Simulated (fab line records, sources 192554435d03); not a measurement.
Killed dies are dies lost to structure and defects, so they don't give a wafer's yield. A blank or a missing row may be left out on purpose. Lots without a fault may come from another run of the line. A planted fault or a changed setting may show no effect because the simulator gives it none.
Split-lot experiment | flow n5_finfet | 7 lots, 39 wafers read, on a route of 1938 steps

THE SPLIT
At N5_BEOL_M15_TRENCH_ETCH_34 (etches SiO2 in C4F8/O2/Ar, target depth 872.93 nm, time 199 s), the setting target_depth_a was moved away from the recipe's 8729.3 angstrom on 15 of the 39 wafers read, by -35.0% to +59.8%. The other wafers ran this setting at the recipe's value.

FROM THE SPLIT TO THE READING: what the file shows between them, 4 steps
- N5_BEOL_M15_STRIP_36: strips in O2
- N5_BEOL_M15_ECD_47: material Cu, target thk 1860 nm
- N5_BEOL_M15_ANNEAL_48: time 90 s
- N5_BEOL_M15_CMP_49: polishes, stops on SiO2, t overpolish 4.9 s, target thk 850 nm

THE READING
M15_THK, in nm, at N5_BEOL_M15_THK_MEAS_50 (measures by xrf). Fault-free wafers of this fab line usually give 858 nm, standard deviation 19 nm.

wafer  | tool, chamber at the split | target_depth_a as run, angstrom | against the recipe | M15_THK, nm | against lot-mates on the recipe
L075.1 | rie_diel-05, 0             | 10590                           | +21.3%             | 1061        | +195
L075.2 | rie_diel-05, 2             | 8729.3                          | recipe             | 870         | -
L075.3 | rie_diel-05, 3             | 10590                           | +21.3%             | 1049        | +183
L075.4 | rie_diel-05, 1             | 8729.3                          | recipe             | 863         | -
L075.5 | rie_diel-05, 1             | 10590                           | +21.3%             | 1049        | +183
L075.6 | rie_diel-05, 2             | 8729.3                          | recipe             | 866         | -
L080.1 | rie_diel-06, 2             | 5678                            | -35.0%             | 542         | -292
L080.2 | rie_diel-06, 0             | 5678                            | -35.0%             | 548         | -286
L080.3 | rie_diel-06, 3             | 8729.3                          | recipe             | 832         | -
L080.4 | rie_diel-06, 0             | 8729.3                          | recipe             | 849         | -
L080.5 | rie_diel-06, 2             | 5678                            | -35.0%             | 541         | -293
L080.6 | rie_diel-06, 3             | 8729.3                          | recipe             | 821         | -
L081.1 | rie_diel-02, 2             | 13950                           | +59.8%             | 1429        | +565
L081.2 | rie_diel-02, 3             | 8729.3                          | recipe             | 897         | -
L081.3 | rie_diel-02, 0             | 13950                           | +59.8%             | 1363        | +499
L081.4 | rie_diel-02, 1             | 8729.3                          | recipe             | 846         | -
L081.5 | rie_diel-02, 1             | 8729.3                          | recipe             | 849         | -
L081.6 | rie_diel-02, 2             | 13950                           | +59.8%             | 1402        | +538
L086.1 | rie_diel-05, 3             | 7294                            | -16.4%             | 707         | -162
L086.2 | rie_diel-05, 2             | 7294                            | -16.4%             | 719         | -150
L086.3 | rie_diel-05, 0             | 8729.3                          | recipe             | 858         | -
L086.4 | rie_diel-05, 1             | 8729.3                          | recipe             | 887         | -
L086.5 | rie_diel-05, 2             | 8729.3                          | recipe             | 863         | -
L086.6 | rie_diel-05, 1             | 7294                            | -16.4%             | 728         | -141
L085.1 | rie_diel-02, 0             | 8729.3                          | recipe             | 833         | -
L085.2 | rie_diel-02, 1             | 8729.3                          | recipe             | 832         | -
L085.3 | rie_diel-02, 2             | 8729.3                          | recipe             | 866         | -
L096.1 | rie_diel-06, 2             | 8729.3                          | recipe             | 838         | -
L096.2 | rie_diel-06, 1             | 8729.3                          | recipe             | 876         | -
L096.3 | rie_diel-06, 0             | 8729.3                          | recipe             | 852         | -
L096.4 | rie_diel-06, 1             | 8729.3                          | recipe             | 882         | -
L096.5 | rie_diel-06, 0             | 8729.3                          | recipe             | 863         | -
L096.6 | rie_diel-06, 2             | 8729.3                          | recipe             | 838         | -
L097.1 | rie_diel-05, 1             | 13290                           | +52.2%             | 1350        | +485
L097.2 | rie_diel-05, 3             | 8729.3                          | recipe             | 856         | -
L097.3 | rie_diel-05, 2             | 13290                           | +52.2%             | 1332        | +467
L097.4 | rie_diel-05, 0             | 8729.3                          | recipe             | 873         | -
L097.5 | rie_diel-05, 3             | 13290                           | +52.2%             | 1335        | +470
L097.6 | rie_diel-05, 0             | 8729.3                          | recipe             | 865         | -

THE FIT
A straight line over all 39 wafers: M15_THK changes by +9.06 nm for each +1% of target_depth_a; r = +1.00; the points scatter about the line by 18 nm.
The same after taking each lot's own level away (the mean of its wafers on the recipe; 39 wafers): +8.87 nm for each +1%; r = +1.00; scatter 16 nm.
On that fit, the largest move of target_depth_a shifts the reading by 5.3e+02 nm.
The lots' own levels span 834.0 to 869.3 nm, that is 1.9 times the standard deviation above.
So the lot-to-lot level changes the slope little: the two slopes agree.
Check: with one of the wafers moved furthest among these (+59.8%) left out of the fit, the line predicts +527 nm for it against its lot-mates. It came out at +565 nm against them.

OTHER SPLITS ON THESE WAFERS
These wafers also went through other splits before the reading. Each is held against what the fit with the lots' levels taken away leaves over:
other split on the same wafers            | wafers away from the commonest value | r with M15_THK (lot level and that fit taken away)
N5_BEOL_M10_TRENCH_ETCH_37 target_depth_a | 12                                   | +0.13

THE WHOLE CHAIN: every reading that the file lists as answering this split, in the file's order
step                       | what it does                                                   | reading                                                                          | change (the file's fit)                                                                 | r (the file's)
N5_BEOL_M15_TRENCH_ETCH_34 | etches SiO2 in C4F8/O2/Ar, target depth 872.93 nm, time 199 s  | etch.depth_nm (the simulator's own value, which no gauge read)                   | +8.76 nm for each +1% of the setting                                                    | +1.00
N5_BEOL_M15_TRENCH_ETCH_34 | etches SiO2 in C4F8/O2/Ar, target depth 872.93 nm, time 199 s  | coat_of_BEOL_M15_COAT_22.thk_nm (the simulator's own value, which no gauge read) | -1.78 nm for each +1% of the setting                                                    | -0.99
N5_BEOL_M15_CMP_49         | polishes, stops on SiO2, t overpolish 4.9 s, target thk 850 nm | Cu_of_BEOL_M15_ECD_47.thk_nm (the simulator's own value, which no gauge read)    | +8.74 nm for each +1% of the setting                                                    | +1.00
N5_BEOL_M15_THK_MEAS_50    | measures by xrf                                                | M15_THK                                                                          | +8.89 for each +1% of the setting                                                       | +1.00
N5_BEOL_M15_RS_MEAS_54     | measures by four-point-probe                                   | M15_RS                                                                           | not straight: 0.0341 at the lowest setting, 0.0217 at the recipe, 0.0132 at the highest | not given

THE FILE'S OWN FIT
M15_THK changes by +8.89 nm for each +1% of target_depth_a, r = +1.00.
